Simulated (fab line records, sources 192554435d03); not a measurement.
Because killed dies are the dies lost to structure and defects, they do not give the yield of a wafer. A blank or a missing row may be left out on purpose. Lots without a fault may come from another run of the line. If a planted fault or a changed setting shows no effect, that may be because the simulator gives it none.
Which tool was responsible? -- flow n5_finfet -- 12 lots with 36 wafers sampled at 3 steps, on a route of 1938 steps

## WHAT THE GAUGES SHOWED, per wafer
N5_BEOL_M13_INSPECT_55: inspects for defects (darkfield).
lot,measured,on,raw_defect_count
L074,day 11 00:44,defect_inspect-02,92 47 60
L075,day 11 10:14,defect_inspect-01,50 101 85
L079,day 12 04:25,defect_inspect-02,79 55 72
L082,day 12 23:04,defect_inspect-01,57 46 39
L084,day 13 14:01,defect_inspect-02,67 40 39
L086,day 13 22:28,defect_inspect-01,74 80 41
L088,day 14 07:41,defect_inspect-01,67 40 60
L089,day 14 22:30,defect_inspect-01,73 91 113
L090,day 15 15:07,defect_inspect-01,64 53 49
L093,day 16 07:23,defect_inspect-02,61 55 61
L094,day 16 17:52,defect_inspect-02,48 47 36
L097,day 17 11:16,defect_inspect-02,53 81 84

## WHICH TOOL RAN EACH LOT (tool, then ch and the chambers of the sampled wafers, then the start)
lot,N5_BEOL_M12_PRE_CLEAN_42,N5_BEOL_M12_SPUTTER_45
L074,"pvd_sputter-01, day 10 16:25","pvd_sputter-01, day 10 16:37"
L075,"pvd_sputter-01, day 11 03:19","pvd_sputter-01, day 11 03:31"
L079,"pvd_sputter-02, day 11 22:02","pvd_sputter-02, day 11 22:16"
L082,"pvd_sputter-03, day 12 16:37","pvd_sputter-03, day 12 16:49"
L084,"pvd_sputter-03, day 13 08:08","pvd_sputter-03, day 13 08:20"
L086,"pvd_sputter-02, day 13 15:44","pvd_sputter-02, day 13 15:57"
L088,"pvd_sputter-02, day 14 02:13","pvd_sputter-02, day 14 02:25"
L089,"pvd_sputter-01, day 14 13:49","pvd_sputter-01, day 14 14:01"
L090,"pvd_sputter-03, day 15 05:38","pvd_sputter-03, day 15 05:50"
L093,"pvd_sputter-03, day 15 23:48","pvd_sputter-03, day 16 00:00"
L094,"pvd_sputter-01, day 16 09:48","pvd_sputter-01, day 16 10:00"
L097,"pvd_sputter-02, day 17 03:59","pvd_sputter-02, day 17 04:11"
- N5_BEOL_M12_PRE_CLEAN_42: time 30 s.
- N5_BEOL_M12_SPUTTER_45: material Cu, target thk 80 nm, time 13.33 s.

## THE ANSWER, worked out from the rows above alone
Rule: what is usual is taken from the lots themselves. Put in order of their means at a reading, lots are off if they are a third of the lots or fewer, leave a main group of 4 or more, and stand apart from it by a gap of 3 or more times the standard deviation of the main group's means; of several such gaps the widest counts. Not used: any main group whose means are identical at the precision the tables above print for the reading. A lot without any number at a reading at which 4 lots or more have one is off too. The other lots that the step has rows for count as sound.
Nothing can be told from this: no lot is off at any reading shown.

## WHAT HAD BEEN PUT IN BY THE SIMULATOR
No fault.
